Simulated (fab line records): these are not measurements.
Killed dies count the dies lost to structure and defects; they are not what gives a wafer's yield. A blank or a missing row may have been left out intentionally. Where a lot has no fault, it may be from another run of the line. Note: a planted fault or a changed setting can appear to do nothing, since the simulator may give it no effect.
Matching of chambers / flow nand_harc / 4 sister chambers for NHARC_A_CONTACT_DESCUM_13 on rie_diel-05
The step chemistry O2, time 3 s. 16 wafers are shown with their chamber, then 8 later ones without.

== WAFERS WITH THEIR CHAMBER ==
wafer=L076.2; chamber=0; showerhead_plenum_p_Torr (Torr)=1.78; drypump_motor_current_A (A)=5.8; oes_product_au (a.u.)=0.989
wafer=L076.3; chamber=2; showerhead_plenum_p_Torr (Torr)=2.05; drypump_motor_current_A (A)=6.3; oes_product_au (a.u.)=0.994
wafer=L076.4; chamber=3; showerhead_plenum_p_Torr (Torr)=1.84; drypump_motor_current_A (A)=4.8; oes_product_au (a.u.)=1.007
wafer=L080.2; chamber=2; showerhead_plenum_p_Torr (Torr)=2.05; drypump_motor_current_A (A)=6.3; oes_product_au (a.u.)=0.981
wafer=L080.4; chamber=3; showerhead_plenum_p_Torr (Torr)=1.84; drypump_motor_current_A (A)=4.8; oes_product_au (a.u.)=0.999
wafer=L080.5; chamber=0; showerhead_plenum_p_Torr (Torr)=1.78; drypump_motor_current_A (A)=5.9; oes_product_au (a.u.)=0.984
wafer=L081.2; chamber=1; showerhead_plenum_p_Torr (Torr)=1.83; drypump_motor_current_A (A)=6.0; oes_product_au (a.u.)=1.018
wafer=L081.5; chamber=2; showerhead_plenum_p_Torr (Torr)=2.05; drypump_motor_current_A (A)=6.3; oes_product_au (a.u.)=0.991
wafer=L081.6; chamber=3; showerhead_plenum_p_Torr (Torr)=1.84; drypump_motor_current_A (A)=4.8; oes_product_au (a.u.)=1.003
wafer=L084.1; chamber=2; showerhead_plenum_p_Torr (Torr)=2.05; drypump_motor_current_A (A)=6.3; oes_product_au (a.u.)=0.996
wafer=L084.5; chamber=3; showerhead_plenum_p_Torr (Torr)=1.84; drypump_motor_current_A (A)=4.8; oes_product_au (a.u.)=0.998
wafer=L084.6; chamber=0; showerhead_plenum_p_Torr (Torr)=1.78; drypump_motor_current_A (A)=5.9; oes_product_au (a.u.)=0.983
wafer=L083.1; chamber=3; showerhead_plenum_p_Torr (Torr)=1.84; drypump_motor_current_A (A)=4.8; oes_product_au (a.u.)=1.000
wafer=L083.3; chamber=2; showerhead_plenum_p_Torr (Torr)=2.04; drypump_motor_current_A (A)=6.4; oes_product_au (a.u.)=0.997
wafer=L083.5; chamber=0; showerhead_plenum_p_Torr (Torr)=1.78; drypump_motor_current_A (A)=5.9; oes_product_au (a.u.)=1.000
wafer=L091.1; chamber=3; showerhead_plenum_p_Torr (Torr)=1.84; drypump_motor_current_A (A)=4.8; oes_product_au (a.u.)=0.984

SIGNATURES, as means of the wafers listed above
reading=showerhead_plenum_p_Torr; chamber 0=1.7800; chamber 1=1.8300; chamber 2=2.0480; chamber 3=1.8400; scatter within a chamber=0.00258
reading=drypump_motor_current_A; chamber 0=5.875; chamber 1=6.000; chamber 2=6.320; chamber 3=4.800; scatter within a chamber=0.0359
reading=oes_product_au; chamber 0=0.98900; chamber 1=1.01800; chamber 2=0.99180; chamber 3=0.99850; scatter within a chamber=0.00738
Rule: distance of a wafer from a chamber = root of the sum over the readings of ((wafer's reading minus chamber's mean) / reading's scatter) squared. If the next closest chamber is less than 2 further off than the closest, the wafer can't be placed; otherwise it belongs to the closest. The scatter: the root of (the sum of the squares of (reading less its chamber's mean) over the shown wafers, divided by (wafers less chambers)).

== WAFERS WITH NO CHAMBER GIVEN ==
wafer=L091.3; showerhead_plenum_p_Torr (Torr)=2.04; drypump_motor_current_A (A)=6.4; oes_product_au (a.u.)=1.011
wafer=L091.6; showerhead_plenum_p_Torr (Torr)=1.84; drypump_motor_current_A (A)=4.8; oes_product_au (a.u.)=0.994
wafer=L094.1; showerhead_plenum_p_Torr (Torr)=1.83; drypump_motor_current_A (A)=4.8; oes_product_au (a.u.)=0.991
wafer=L094.3; showerhead_plenum_p_Torr (Torr)=2.04; drypump_motor_current_A (A)=6.4; oes_product_au (a.u.)=1.000
wafer=L094.6; showerhead_plenum_p_Torr (Torr)=1.82; drypump_motor_current_A (A)=6.0; oes_product_au (a.u.)=1.016
wafer=L092.1; showerhead_plenum_p_Torr (Torr)=1.77; drypump_motor_current_A (A)=5.9; oes_product_au (a.u.)=0.986
wafer=L092.2; showerhead_plenum_p_Torr (Torr)=2.04; drypump_motor_current_A (A)=6.3; oes_product_au (a.u.)=1.002
wafer=L092.6; showerhead_plenum_p_Torr (Torr)=1.77; drypump_motor_current_A (A)=5.9; oes_product_au (a.u.)=0.989

== THE CHAMBER EACH PASSED THROUGH ==
wafer=L091.3; from the rows above=2; in truth=2
wafer=L091.6; from the rows above=3; in truth=3
wafer=L094.1; from the rows above=3; in truth=3
wafer=L094.3; from the rows above=2; in truth=2
wafer=L094.6; from the rows above=1; in truth=1
wafer=L092.1; from the rows above=0; in truth=0
wafer=L092.2; from the rows above=2; in truth=2
wafer=L092.6; from the rows above=0; in truth=0
Correct placement for 8 of the 8. Can't be placed from these rows: 0. Placed wrongly: 0.
